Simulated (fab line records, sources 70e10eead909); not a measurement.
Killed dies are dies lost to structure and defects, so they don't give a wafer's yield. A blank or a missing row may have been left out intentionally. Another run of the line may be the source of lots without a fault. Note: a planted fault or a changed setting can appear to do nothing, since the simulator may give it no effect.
Matching of chambers | flow nand harc | rie si-02 running NHARC_A_CHANNEL_FILL_D2_ETCHBACK_19: 4 sister chambers
The step etches the open film in HBr/Cl2, target depth 5 nm, time 1.7 s. 18 wafers are shown with their chamber, then 9 later ones without.

WAFERS, EACH WITH ITS CHAMBER
wafer  | chamber | drypump motor current A (A) | oes product au (a.u.) | bias w (W)
L074.2 | 3       | 5.8                         | 1.001                 | 99.93
L074.4 | 2       | 4.9                         | 1.003                 | 100.19
L074.6 | 3       | 5.8                         | 1.004                 | 100.46
L078.1 | 2       | 4.9                         | 0.991                 | 100.09
L078.2 | 0       | 5.2                         | 0.996                 | 100.36
L078.6 | 3       | 5.8                         | 0.996                 | 99.75
L082.1 | 2       | 4.9                         | 0.996                 | 99.56
L082.4 | 0       | 5.2                         | 0.998                 | 99.76
L082.5 | 2       | 4.9                         | 0.992                 | 99.52
L083.2 | 0       | 5.2                         | 0.998                 | 100.35
L083.3 | 1       | 6.7                         | 0.995                 | 100.03
L083.4 | 3       | 5.8                         | 1.001                 | 99.92
L089.3 | 3       | 5.8                         | 1.014                 | 99.86
L089.4 | 0       | 5.3                         | 1.007                 | 99.96
L089.6 | 3       | 5.8                         | 1.009                 | 100.36
L090.2 | 1       | 6.7                         | 1.010                 | 99.83
L090.3 | 3       | 5.8                         | 1.002                 | 100.16
L090.6 | 3       | 5.8                         | 1.010                 | 100.34

SIGNATURES (means of the wafers above)
reading                 | chamber 0 | chamber 1 | chamber 2 | chamber 3 | scatter within a chamber
drypump motor current A | 5.225     | 6.700     | 4.900     | 5.800     | 0.0231
oes product au          | 0.99975   | 1.00250   | 0.99550   | 1.00462   | 0.00608
bias w                  | 100.1075  | 99.9300   | 99.8400   | 100.0975  | 0.287
Rule: distance of a wafer from a chamber = root of the sum over the readings of ((wafer's reading minus chamber's mean) / reading's scatter) squared. If the next closest chamber is less than 2 further off than the closest, the wafer can't be placed; otherwise it belongs to the closest. The scatter: the root of (the sum of the squares of (reading less its chamber's mean) over the shown wafers, divided by (wafers less chambers)).

WAFERS WITH NO CHAMBER GIVEN
wafer  | drypump motor current A (A) | oes product au (a.u.) | bias w (W)
L091.1 | 6.6                         | 0.996                 | 99.57
L091.4 | 5.2                         | 0.996                 | 100.43
L091.5 | 5.2                         | 1.002                 | 100.00
L095.1 | 5.8                         | 1.002                 | 100.08
L095.4 | 4.9                         | 1.012                 | 99.51
L095.6 | 4.9                         | 1.009                 | 100.12
L096.1 | 6.6                         | 1.014                 | 99.62
L096.5 | 5.8                         | 0.999                 | 100.21
L096.6 | 4.9                         | 0.998                 | 100.10

THE CHAMBER EACH PASSED THROUGH
wafer  | from the rows above | in truth
L091.1 | 1                   | 1
L091.4 | 0                   | 0
L091.5 | 0                   | 0
L095.1 | 3                   | 3
L095.4 | 2                   | 2
L095.6 | 2                   | 2
L096.1 | 1                   | 1
L096.5 | 3                   | 3
L096.6 | 2                   | 2
9 of 9 placed correctly. Left unplaced by these rows: 0. Wrongly placed: 0.
